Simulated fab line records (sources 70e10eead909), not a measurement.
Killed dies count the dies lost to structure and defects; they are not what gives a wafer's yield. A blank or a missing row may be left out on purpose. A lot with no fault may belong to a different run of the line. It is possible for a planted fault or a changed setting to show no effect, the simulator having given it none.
fab line records	flow nand-harc
record: lots: 12	wafers: 35	last-day: 33
route steps=1302 shown A_CONTACT@1020 END@1302
lots that met no fault: from a run of the same line without faults
start-h: the number of hours between the record's first day and the start of the first shown wafer of the lot	wait-h: time in hours since the lot's previous step	" the same as in the row above	L1.1+2: a single row standing in for several wafers	- no value, or no start given	* or withheld: withheld	< > ~ a bound
route shown NAME@n: a module of which the file shows steps, and the number in the route of the first	usual: the fault-free wafers' mean and standard deviation	same: alike in all rows	chamber/n: place in a boat	sites: per-site readings	_std_site: the values' standard deviation	_edge_site: inner sites' mean taken away from outer sites' mean	radius-mm: how far each site lies from the wafer's centre	mask NAME#n: copy n	behind: tool/chamber where the wafer was last shaped	hold: what put the lot on hold/how long, in hours/how the hold closed	device: the transistor (n, p or np) that didn't switch	end of line: the route-end tests of the same wafers	a step with no rows: only its recipe	killed: the dies lost at the first sort to structure and to defects; this is not the yield of the wafer	map: shows each die of a wafer: x if killed, . if not, _ if none is there
set.NAME: the run value of the setting; set.NAME@STEP: its run value at that earlier step	model.NAME: the simulator's own value behind a step, which no gauge read
the route's steps for a sample of lots (tables are steps, rows are wafers)
services: from which hour (start-h, from the record's first day; less than 0 if before it) a tool's chamber was out of use, for how many hours, and why
== steps ==
step: NHARC_A_CONTACT_CD_MEAS_53
usual: cd-nm: 289.5/0.9
lot.wafer	tool	chamber	start-h	wait-h	cd-nm
L554.2	cd-sem-03	-	493.57	-	289.6
L554.5	"	-	"	"	289.3
L554.6	"	-	"	"	288.7
L556.1	cd-sem-02	-	512.00	-	290.9
L556.2	"	-	"	"	290.3
L556.6	"	-	"	"	290.2
L558.2	cd-sem-02	-	528.37	-	288.9
L558.3	"	-	"	"	289.8
L558.6	"	-	"	"	288.5
L559.3	cd-sem-03	-	541.68	-	289.9
L559.4	"	-	"	"	289.4
L559.5	"	-	"	"	289.7
L561.2	cd-sem-01	-	565.68	-	290.7
L561.3	"	-	"	"	289.4
L561.5	"	-	"	"	289.4
L567.1	cd-sem-01	-	633.24	-	288.6
L567.4	"	-	"	"	288.8
L567.6	"	-	"	"	288.4
L570.1	cd-sem-01	-	642.78	-	289.5
L570.3	"	-	"	"	289.9
L570.6	"	-	"	"	289.3
L572.2	cd-sem-01	-	654.36	-	289.7
L572.3	"	-	"	"	289.6
L572.4	"	-	"	"	290.4
L571.2	cd-sem-03	-	657.27	-	289.6
L571.6	"	-	"	"	289.9
L575.1	cd-sem-02	-	710.23	-	289.2
L575.5	"	-	"	"	289.0
L575.6	"	-	"	"	289.4
L576.1	cd-sem-02	-	711.97	-	289.9
L576.3	"	-	"	"	290.3
L576.5	"	-	"	"	289.8
L577.1	cd-sem-01	-	721.19	-	290.1
L577.3	"	-	"	"	289.7
L577.6	"	-	"	"	289.8
step: NHARC_A_CONTACT_ETCH_102
recipe: target-depth-a: 1000	overetch-a: 100	time-s: 55	ion-energy-ev: 100	cf4-flow-sccm: 80	o2-flow-sccm: 20	ar-flow-sccm: 0	rf-w: 300	bias-w: 100	chemistry: CF4/O2
usual: drypump-motor-current-A: 5.5/0.49	oes-product-au: 1.002/0.012	rf-vpp-V: 197.5/1.5	run-length-s: 76.1/0.34	showerhead-plenum-p-Torr: 1.32/0.062	throttle-valve-pct: 13.396/0.0084
same: time-s: 55
lot.wafer	tool	chamber	start-h	wait-h	drypump-motor-current-A	oes-product-au	rf-hours-counter-h	rf-vpp-V	run-length-s	showerhead-plenum-p-Torr	throttle-valve-pct
L554.2	rie-diel-12	0	493.88	0.1	6.3	0.990	13	197.5	75.9	1.36	13.394
L554.5	"	2	"	"	5.4	0.999	-	197.0	76.6	1.26	13.401
L554.6	"	3	"	"	5.8	1.008	-	199.6	75.9	1.44	13.385
L556.1	rie-diel-13	1	512.44	0.1	5.7	1.003	30	198.5	76.4	1.38	13.394
L556.2	"	2	"	"	4.9	1.008	27	196.9	75.8	1.25	13.393
L556.6	"	0	"	"	5.2	0.999	-	198.0	75.9	1.34	13.394
L558.3	rie-diel-12	1	528.72	0.1	6.6	1.027	32	194.3	75.6	1.25	13.407
L558.2	"	3	"	"	5.9	1.011	26	199.4	76.1	1.44	13.392
L558.6	"	1	"	"	6.6	1.012	-	196.3	75.9	1.25	13.391
L559.3	rie-diel-13	0	541.96	0.1	5.2	1.000	2	199.5	75.6	1.34	13.392
L559.4	"	1	"	"	5.6	0.989	2	197.2	76.1	1.38	13.392
L559.5	"	0	"	"	5.2	0.998	-	197.5	75.9	1.34	13.390
L561.3	rie-diel-13	0	565.97	0.1	5.2	0.999	6	196.8	75.5	1.34	13.394
L561.2	"	3	"	"	5.6	0.987	5	196.8	76.8	1.30	13.398
L561.5	"	0	"	"	5.2	0.990	-	198.2	75.4	1.34	13.409
L567.1	rie-diel-06	1	633.53	0.1	5.2	1.006	50	198.9	76.2	1.41	13.401
L567.4	"	0	"	"	5.4	1.000	47	195.8	76.1	1.25	13.400
L567.6	"	2	"	"	4.9	0.999	-	197.4	76.0	1.30	13.380
L570.1	rie-diel-13	2	643.07	0.1	4.9	0.990	21	196.7	75.9	1.25	13.414
L570.3	"	3	"	"	5.5	1.009	22	196.8	76.3	1.30	13.398
L570.6	"	2	"	"	4.9	0.998	-	197.7	76.0	1.25	13.395
L572.4	rie-diel-13	3	654.65	0.1	5.6	1.016	26	196.8	76.5	1.29	13.391
L572.3	"	0	"	"	5.1	1.002	25	197.1	75.7	1.33	13.385
L572.2	"	1	"	"	5.7	1.005	24	197.9	76.3	1.37	13.402
L571.2	rie-diel-12	1	657.72	0.1	6.6	1.005	12	194.9	75.9	1.24	13.386
L571.6	"	0	"	"	6.3	1.015	-	199.5	75.7	1.34	13.403
L575.1	rie-diel-06	2	710.53	0.0	4.9	0.989	17	196.9	76.8	1.29	13.387
L575.6	"	2	"	"	4.9	1.012	-	197.1	76.2	1.29	13.395
L575.5	"	3	"	"	5.4	0.994	-	199.2	76.1	1.44	13.404
L576.3	rie-diel-13	3	712.27	0.1	5.6	0.994	2	197.5	77.0	1.29	13.388
L576.1	"	2	"	"	4.9	1.008	2	195.8	76.1	1.25	13.390
L576.5	"	0	"	"	5.2	0.993	-	197.2	75.6	1.33	13.413
L577.1	rie-diel-13	0	721.48	0.1	5.1	0.995	3	196.4	75.8	1.33	13.413
L577.3	"	1	"	"	5.7	1.001	5	198.6	76.4	1.37	13.402
L577.6	"	1	"	"	5.7	1.000	-	197.9	76.4	1.37	13.394
step: NHARC_A_CONTACT_OVL_MEAS_70
usual: overlay-x-nm: 0.0/0.73	overlay-y-nm: 0.2/0.72
lot.wafer	tool	chamber	start-h	wait-h	overlay-x-nm	overlay-y-nm
L554.2	overlay-01	-	500.78	-	0.0	-0.8
L554.5	"	-	"	"	-0.2	-0.7
L554.6	"	-	"	"	-0.6	-0.4
L556.1	overlay-02	-	517.17	-	0.2	0.2
L556.2	"	-	"	"	-0.1	-0.2
L556.6	"	-	"	"	0.4	0.0
L558.2	overlay-02	-	536.17	-	-0.4	-1.1
L558.3	"	-	"	"	0.4	-1.4
L558.6	"	-	"	"	-0.2	-1.7
L559.3	overlay-01	-	548.42	-	0.7	0.1
L559.4	"	-	"	"	1.0	0.2
L559.5	"	-	"	"	1.0	0.6
L561.2	overlay-01	-	572.32	-	-0.1	0.4
L561.3	"	-	"	"	0.2	0.0
L561.5	"	-	"	"	-0.6	0.0
L567.1	overlay-01	-	641.31	-	0.0	0.1
L567.4	"	-	"	"	-0.6	-0.6
L567.6	"	-	"	"	-0.7	0.2
L570.1	overlay-02	-	647.76	-	0.4	-0.2
L570.3	"	-	"	"	0.4	0.3
L570.6	"	-	"	"	1.0	0.4
L572.2	overlay-02	-	659.85	-	-1.7	0.9
L572.3	"	-	"	"	-1.6	1.0
L572.4	"	-	"	"	-1.5	1.0
L571.2	overlay-02	-	662.76	-	0.1	-0.3
L571.6	"	-	"	"	0.6	-0.8
L575.1	overlay-02	-	716.45	-	0.0	-0.9
L575.5	"	-	"	"	0.3	-0.5
L575.6	"	-	"	"	-0.4	-0.9
L576.1	overlay-01	-	719.78	-	-1.2	-0.2
L576.3	"	-	"	"	-1.1	0.1
L576.5	"	-	"	"	-1.5	-0.1
L577.1	overlay-02	-	727.62	-	0.8	1.5
L577.3	"	-	"	"	0.3	1.2
L577.6	"	-	"	"	0.3	0.8
step: NHARC_A_CONTACT_ETCH_75
recipe: target-depth-a: 390	over-etch-frac: 0.3	time-s: 65	ion-energy-ev: 80	cf4-flow-sccm: 150	ar-flow-sccm: 0	rf-w: 300	bias-w: 100	chemistry: CF4
usual: drypump-motor-current-A: 5.5/0.47	oes-product-au: 1.000/0.0099	rf-vpp-V: 150.8/1.1	run-length-s: 86.2/0.39	showerhead-plenum-p-Torr: 1.74/0.072	throttle-valve-pct: 13.285/0.0089
lot.wafer	tool	chamber	start-h	wait-h	drypump-motor-current-A	oes-product-au	rf-hours-counter-h	rf-vpp-V	run-length-s	showerhead-plenum-p-Torr	throttle-valve-pct
L554.2	rie-diel-13	3	500.97	0.1	5.6	0.990	24	151.7	86.8	1.73	13.282
L554.6	"	1	"	"	5.7	0.995	-	153.2	86.4	1.82	13.308
L554.5	"	2	"	"	4.9	1.004	-	150.1	86.2	1.67	13.290
L556.1	rie-diel-13	1	517.36	0.1	5.7	1.002	30	152.4	86.6	1.82	13.275
L556.2	"	2	"	"	4.9	1.010	27	149.9	86.7	1.66	13.276
L556.6	"	2	"	"	4.9	1.002	-	151.1	85.9	1.66	13.285
L558.3	rie-diel-13	0	536.35	0.1	5.2	1.002	1	150.5	85.5	1.77	13.285
L558.2	"	1	"	"	5.6	0.987	1	152.9	86.2	1.82	13.285
L558.6	"	1	"	"	5.7	0.987	-	151.5	86.9	1.82	13.275
L559.4	rie-diel-13	1	548.60	0.1	5.7	1.000	3	151.2	86.1	1.82	13.280
L559.3	"	3	"	"	5.5	0.999	2	152.4	86.6	1.72	13.280
L559.5	"	1	"	"	5.7	0.979	-	152.0	86.2	1.82	13.291
L561.3	rie-diel-06	0	572.51	0.1	5.4	1.001	27	150.8	85.9	1.67	13.281
L561.2	"	1	"	"	5.2	0.989	28	151.2	86.3	1.87	13.271
L561.5	"	0	"	"	5.4	1.005	-	150.0	86.0	1.67	13.288
L567.4	rie-diel-13	1	641.49	0.1	5.7	0.991	20	152.8	86.5	1.81	13.291
L567.1	"	2	"	"	4.9	1.000	20	150.6	85.9	1.66	13.271
L567.6	"	2	"	"	4.9	0.989	-	149.6	70.0	1.66	13.284
L570.3	rie-diel-13	3	648.00	0.1	5.5	1.011	22	150.9	71.1	1.72	13.278
L570.1	"	0	"	"	5.1	0.999	22	151.4	86.1	1.77	13.283
L570.6	"	2	"	"	4.9	0.998	-	150.6	70.4	1.66	13.292
L572.3	rie-diel-12	2	660.09	0.1	5.4	0.995	12	148.6	86.1	1.66	13.302
L572.2	"	1	"	"	6.6	1.015	12	150.5	85.4	1.65	13.278
L572.4	"	1	"	"	6.6	1.016	-	149.4	85.3	1.65	13.291
L571.2	rie-diel-13	3	662.94	0.1	5.6	1.001	28	149.7	87.3	1.72	13.278
L571.6	"	0	"	"	5.2	1.001	-	150.5	69.8	1.76	13.280
L575.1	rie-diel-13	0	716.64	0.1	5.2	0.993	2	150.6	85.5	1.76	13.282
L575.6	"	3	"	"	5.6	0.990	-	150.1	86.5	1.72	13.280
L575.5	"	0	"	"	5.2	0.982	-	150.2	85.5	1.76	13.282
L576.3	rie-diel-13	1	719.97	0.1	5.6	1.010	4	151.1	86.2	1.81	13.290
L576.1	"	3	"	"	5.5	0.988	2	150.9	86.7	1.72	13.317
L576.5	"	1	"	"	5.6	1.010	-	150.4	86.5	1.81	13.297
L577.3	rie-diel-13	3	727.81	0.1	5.6	0.995	4	148.6	86.8	1.71	13.281
L577.1	"	0	"	"	5.2	0.997	4	151.3	85.9	1.76	13.288
L577.6	"	2	"	"	4.9	0.999	-	150.1	86.1	1.66	13.284
step: NHARC_END_SORT_01
recipe: temp-c: 25
usual: killed-at-array: 55/22	killed-at-other: 1.1/1.4	killed-at-periphery: 4/3.2	killed-dies: 59/22	killed-open: 3.3/1.8	killed-short: 2.5/1.5
same: gross-dies: 677
lot.wafer	tool	chamber	start-h	wait-h	killed-at-array	killed-at-other	killed-at-periphery	killed-dies	killed-open	killed-short
L567.6	prober-01	0	709.03	4.0	64	1	12	77	5	0
L570.3	prober-02	0	706.60	3.1	39	1	7	47	2	5
L570.6	prober-02	0	708.98	4.0	27	0	11	38	3	0
L571.6	prober-01	0	728.60	4.0	89	5	2	96	3	3
killed by level:class
L570.3 A_CONTACT:area-etch=12 A_CHANNEL_HOLE_D1:chamber-film-flake=8 A_SLIT:chamber-film-flake=5 P_BONDPAD:chamber-film-flake=4 A_WL_FILL:chamber-film-flake=3 A_CONTACT:chamber-film-flake=3 A_CHANNEL_FILL_D1:geometric-particle:short=2 A_WL_FILL:geometric-particle:short=2
L570.6 A_CHANNEL_HOLE_D1:chamber-film-flake=12 P_M0:chamber-film-flake=6 A_CONTACT:area-etch=5 P_BONDPAD:chamber-film-flake=3 A_SLIT:chamber-film-flake=3 A_CONTACT:geometric-particle:open=2 P_GATE:chamber-film-flake=2 A_M1:geometric-particle:open=1
L567.6 A_SLIT:chamber-film-flake=33 A_CONTACT:area-etch=13 A_CHANNEL_HOLE_D1:chamber-film-flake=8 P_ZERO_WELL:chamber-film-flake=4 P_CONTACT:geometric-particle:open=3 P_CONTACT:chamber-film-flake=3 A_STAIRCASE:chamber-film-flake=3 A_CONTACT:chamber-film-flake=2
L571.6 A_SLIT:chamber-film-flake=23 A_CHANNEL_HOLE_D2:chamber-film-flake=20 A_CONTACT:area-etch=18 A_CHANNEL_HOLE_D1:chamber-film-flake=17 THIN_TSV:chamber-film-flake=5 A_WL_FILL:chamber-film-flake=2 A_SOURCE_PLATE:geometric-particle:open=1 A_DECK1_JOINT:geometric-particle:short=1
== services ==
tool	chamber	start-h	hours	kind
rie-diel-13	0	473.83	-	clean
rie-diel-13	1	473.83	-	clean
rie-diel-13	2	473.83	-	clean
rie-diel-13	3	473.83	-	clean
rie-diel-06	-	485.10	9.0	pm
rie-diel-13	0	498.33	-	clean
rie-diel-13	1	498.33	-	clean
rie-diel-13	2	498.33	-	clean
rie-diel-13	3	498.33	-	clean
rie-diel-13	-	519.00	9.0	pm
rie-diel-13	0	519.00	9.0	vent-cycle
rie-diel-13	1	519.00	9.0	vent-cycle
rie-diel-13	2	519.00	9.0	vent-cycle
rie-diel-13	3	519.00	9.0	vent-cycle
rie-diel-06	-	595.66	1.1	repair
rie-diel-12	-	622.52	9.0	pm
rie-diel-12	3	659.32	4.4	repair
rie-diel-06	3	659.80	7.1	repair
rie-diel-06	-	662.19	9.0	pm
rie-diel-06	0	684.17	3.9	repair
rie-diel-06	3	685.44	4.0	repair
rie-diel-13	-	696.00	9.0	pm
rie-diel-06	1	712.29	6.2	repair
rie-diel-12	3	715.36	4.2	repair
== key ==
first-sign: step: NHARC_A_CONTACT_ETCH_75	reading: run-length-s	direction: down	sigmas: 41	usual: *	struck: *
effect none on later readings
met-at NHARC_A_CONTACT_ETCH_75
struck-lots L567,L570,L571
struck-wafers L567.6,L570.3,L570.6,L571.6
tester-left-out L567,L570,L571
not-acting-at NHARC_A_CONTACT_CD_MEAS_53,NHARC_A_CONTACT_ETCH_102,NHARC_A_CONTACT_OVL_MEAS_70
onset-between 548.60 641.49
fault: kind: process-parameter-drift	tool: rie-diel-13	chamber: -	onset-h: 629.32	steps: NHARC_A_CONTACT_ETCH_75	channel: time-s	offset: *	shape: step	end-h: 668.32	scope: struck-wafers-only	acts-in: *	stated: *
tester-left-out: of these lots the tester's yield and bins aren't shown, on N5 and GAA mostly nor the transistor test; their killed dies are dies lost to structure and defects alone, not to doping, threshold or leakage, so they don't give the yield
